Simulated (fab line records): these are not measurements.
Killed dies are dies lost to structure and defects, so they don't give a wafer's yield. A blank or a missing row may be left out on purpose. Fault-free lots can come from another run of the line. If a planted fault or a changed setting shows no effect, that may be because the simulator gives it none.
fab line records | flow nand-harc
record: lots: 6 | wafers: 18 | last-day: 24
route steps=1159 shown A_BLC@990 A_M0@994
lots that met no fault: taken from a fault-free run of the same line
start-h: hours from the record's opening day to when the first of the lot's shown wafers began | wait-h: how many hours have passed since the lot's step before this one | " identical to the entry in the row above | L1.1+2: a row that stands for several wafers | - no value, or no start given | * or withheld: withheld | < > ~ a bound
route shown NAME@n: a module of which the file shows steps, and the number in the route of the first | usual: mean/standard deviation of fault-free wafers | same: alike in all rows | chamber/n: place in a boat | sites: each site's reading | _std_site: standard deviation of those values | _edge_site: the outer-site mean with the inner-site mean subtracted | radius-mm: how far each site lies from the wafer's centre | mask NAME#n: copy n | behind: tool/chamber where the wafer was last shaped | hold: cause of the lot's hold/its duration in hours/its outcome | device: which transistor (n, p or np) failed to switch | end of line: at the end of the route, the tests of the same wafers | step lacking rows: just its recipe | killed: at the first sort, the dies lost to defects and structure; wafer yield is something else | map: dies across one wafer; x = killed, . = not, _ = none there
set.NAME: the run value of the setting; set.NAME@STEP: its run value at that earlier step | model.NAME: the simulator's own value behind a step, which no gauge read
a table for each step, a row for each wafer; lots at some steps of the route
services: the hour from which a tool's chamber was out of use, counted from the record's first day as start-h (under 0 if before that day), plus the number of hours and why
== steps ==
step: NHARC_A_BLC_CMP_25
recipe: t-overpolish-s: 30 | target-thk-nm: 150
usual: motor-current-A: 12.2/1.5 | overpolish-run-s: 30.001/0.01 | time-to-endpoint-s: 30.8/2.6
lot.wafer | tool   | chamber | start-h | wait-h | motor-current-A | overpolish-run-s | time-to-endpoint-s
L111.3    | cmp-02 | 3       | 437.05  | 0.2    | 10.7            | 30.007           | 24.6
L111.4    | "      | 1       | "       | "      | 13.8            | 30.008           | 28.3
L111.6    | "      | 0       | "       | "      | 10.4            | 30.018           | 27.4
L113.2    | cmp-02 | 1       | 457.71  | 0.5    | 13.6            | 30.009           | 31.7
L113.3    | "      | 2       | "       | "      | 14.0            | 29.992           | 31.4
L113.5    | "      | 2       | "       | "      | 14.8            | 30.000           | 29.4
L117.2    | cmp-03 | 0       | 462.19  | 0.5    | 15.2            | 29.991           | 30.8
L117.4    | "      | 1       | "       | "      | 12.0            | 29.996           | 29.5
L117.5    | "      | 0       | "       | "      | 15.2            | 30.019           | 31.2
L125.2    | cmp-01 | 3       | 506.97  | 0.5    | 11.9            | 30.003           | 32.1
L125.5    | "      | 1       | "       | "      | 11.7            | 30.018           | 31.9
L125.6    | "      | 2       | "       | "      | 10.8            | 29.992           | 29.1
L127.1    | cmp-03 | 3       | 528.93  | 0.5    | 9.4             | 29.995           | 33.2
L127.3    | "      | 0       | "       | "      | 14.1            | 29.993           | 32.4
L127.5    | "      | 3       | "       | "      | 9.9             | 30.001           | 32.1
L128.4    | cmp-02 | 0       | 541.28  | 0.4    | 10.6            | 29.999           | 34.2
L128.2    | "      | 1       | "       | "      | 13.6            | 30.013           | 33.0
L128.6    | "      | 0       | "       | "      | 10.8            | 29.999           | 31.9
step: NHARC_A_BLC_SRD_27
step: NHARC_A_BLC_INSPECT_28
usual: raw-defect-count: 467/140
lot.wafer | tool              | chamber | start-h | wait-h | raw-defect-count
L111.3    | defect-inspect-01 | -       | 437.45  | 0.1    | 323
L111.4    | "                 | -       | "       | "      | 273
L111.6    | "                 | -       | "       | "      | 274
L113.2    | defect-inspect-02 | -       | 458.12  | 0.1    | 480
L113.3    | "                 | -       | "       | "      | 470
L113.5    | "                 | -       | "       | "      | 387
L117.2    | defect-inspect-02 | -       | 462.58  | 0.1    | 329
L117.4    | "                 | -       | "       | "      | 438
L117.5    | "                 | -       | "       | "      | 702
L125.2    | defect-inspect-02 | -       | 507.36  | 0.1    | 687
L125.5    | "                 | -       | "       | "      | 580
L125.6    | "                 | -       | "       | "      | 559
L127.1    | defect-inspect-01 | -       | 529.35  | 0.1    | 373
L127.3    | "                 | -       | "       | "      | 344
L127.5    | "                 | -       | "       | "      | 322
L128.2    | defect-inspect-01 | -       | 541.70  | 0.1    | 526
L128.4    | "                 | -       | "       | "      | 601
L128.6    | "                 | -       | "       | "      | 752
step: NHARC_A_M0_DEP_00
recipe: target-thk-a: 1500 | target-thk-nm: 150 | temp-c: withheld | pressure-torr: 5 | flow-sccm: 200 | rf-w: 600 | material: SiOC
step: NHARC_A_M0_DEHYDRATE_01
recipe: temp-c: 150 | time-s: 120
step: NHARC_A_M0_HMDS_02
recipe: time-s: 30
step: NHARC_A_M0_COAT_33
recipe: temp-c: 200 | time-s: 65
step: NHARC_A_M0_COAT_03
recipe: spin-rpm: 1500 | resist-thk-nm: 90
step: NHARC_A_M0_SOFTBAKE_04
recipe: temp-c: 105 | time-s: 55
step: NHARC_A_M0_EBR_05
step: NHARC_A_M0_EXPOSE_06
recipe: na: 1.35 | target-cd-nm: 80 | dose-mj: 83.25 | mask-id: A_M0
step: NHARC_A_M0_PEB_07
recipe: peb-temp-c: 100 | peb-time-s: 65
usual: chill-plate-temp-C: 23.01/0.1 | exhaust-pa: 45.0/0.91 | heater-power-total-W: 156.6/0.44 | resist-line-temp-C: 22.99/0.1
lot.wafer | tool           | chamber | start-h | wait-h | chill-plate-temp-C | exhaust-pa | heater-power-total-W | resist-line-temp-C
L111.3    | litho-track-04 | 0       | 438.29  | 0.0    | 23.00              | 45.5       | 156.1                | 22.91
L111.4    | "              | 0       | "       | "      | 23.00              | 45.3       | 157.2                | 22.97
L111.6    | "              | 0       | "       | "      | 22.99              | 45.3       | 157.0                | 22.94
L113.2    | litho-track-01 | -       | 459.03  | 0.1    | -                  | -          | -                    | -
L113.3    | "              | -       | "       | "      | -                  | -          | -                    | -
L113.5    | "              | -       | "       | "      | -                  | -          | -                    | -
L117.2    | litho-track-01 | -       | 463.27  | 0.1    | -                  | -          | -                    | -
L117.4    | "              | -       | "       | "      | -                  | -          | -                    | -
L117.5    | "              | -       | "       | "      | -                  | -          | -                    | -
L125.2    | litho-track-04 | 0       | 508.81  | 0.1    | 23.01              | 46.0       | 156.8                | 22.98
L125.5    | "              | 0       | "       | "      | 23.07              | 47.1       | 156.9                | 22.93
L125.6    | "              | 0       | "       | "      | 23.09              | 46.6       | 156.1                | 23.01
L127.1    | litho-track-04 | 0       | 530.18  | 0.1    | 22.95              | 45.8       | 157.0                | 22.82
L127.3    | "              | 0       | "       | "      | 22.96              | 46.1       | 157.1                | 22.94
L127.5    | "              | 0       | "       | "      | 23.03              | 44.3       | 157.1                | 23.03
L128.2    | litho-track-01 | 0       | 542.55  | 0.1    | 23.22              | 44.0       | 156.6                | 23.10
L128.4    | "              | 0       | "       | "      | 22.96              | 44.5       | 156.2                | 22.92
L128.6    | "              | 0       | "       | "      | 22.93              | 44.3       | 156.2                | 23.01
step: NHARC_A_M0_DEVELOP_08
recipe: develop-time-s: 35 | dev-temp-c: 23
== services ==
tool           | chamber | start-h | hours | kind
cmp-02         | -       | 422.61  | 4.0   | pm
cmp-02         | -       | 426.61  | -     | consumable-replace:conditioner
cmp-02         | -       | 426.61  | -     | consumable-replace:pad
cmp-02         | -       | 432.08  | 4.9   | repair
cmp-03         | -       | 437.01  | 4.0   | repair
litho-track-01 | -       | 443.00  | 7.0   | pm
cmp-03         | -       | 451.00  | 4.0   | pm
cmp-03         | -       | 455.00  | -     | consumable-replace:conditioner
cmp-03         | -       | 455.00  | -     | consumable-replace:pad
cmp-01         | -       | 474.60  | 4.0   | pm
cmp-01         | -       | 478.60  | -     | consumable-replace:conditioner
cmp-01         | -       | 478.60  | -     | consumable-replace:pad
litho-track-04 | -       | 491.00  | 7.0   | pm
cmp-02         | -       | 517.14  | 1.8   | repair
cmp-03         | -       | 519.97  | 0.3   | repair
cmp-02         | -       | 520.61  | 4.0   | pm
cmp-02         | -       | 524.61  | -     | consumable-replace:conditioner
cmp-02         | -       | 524.61  | -     | consumable-replace:pad
== key ==
first-sign: step: NHARC_A_M0_PEB_07 | reading: tool-record | direction: missing
effect none on later readings
met-at NHARC_A_M0_PEB_07
struck-wafers L113.2,L113.3,L113.5,L117.2,L117.4,L117.5
later-rows-left-out L113.2,L113.3,L113.5,L117.2,L117.4,L117.5
sort-left-out L113.2,L113.3,L113.5,L117.2,L117.4,L117.5
fault: kind: skipped-step-whole | tool: litho-track-01 | chamber: - | onset-h: 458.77 | steps: NHARC_A_M0_PEB_07 | scope: struck-lots-only
sort-left-out: the simulated sort isn't trusted on such a fault, so these wafers' sort isn't shown, and their yield isn't known
later-rows-left-out: the simulator's readings of these wafers behind a module that went badly wrong aren't trusted and aren't shown, but for the sort
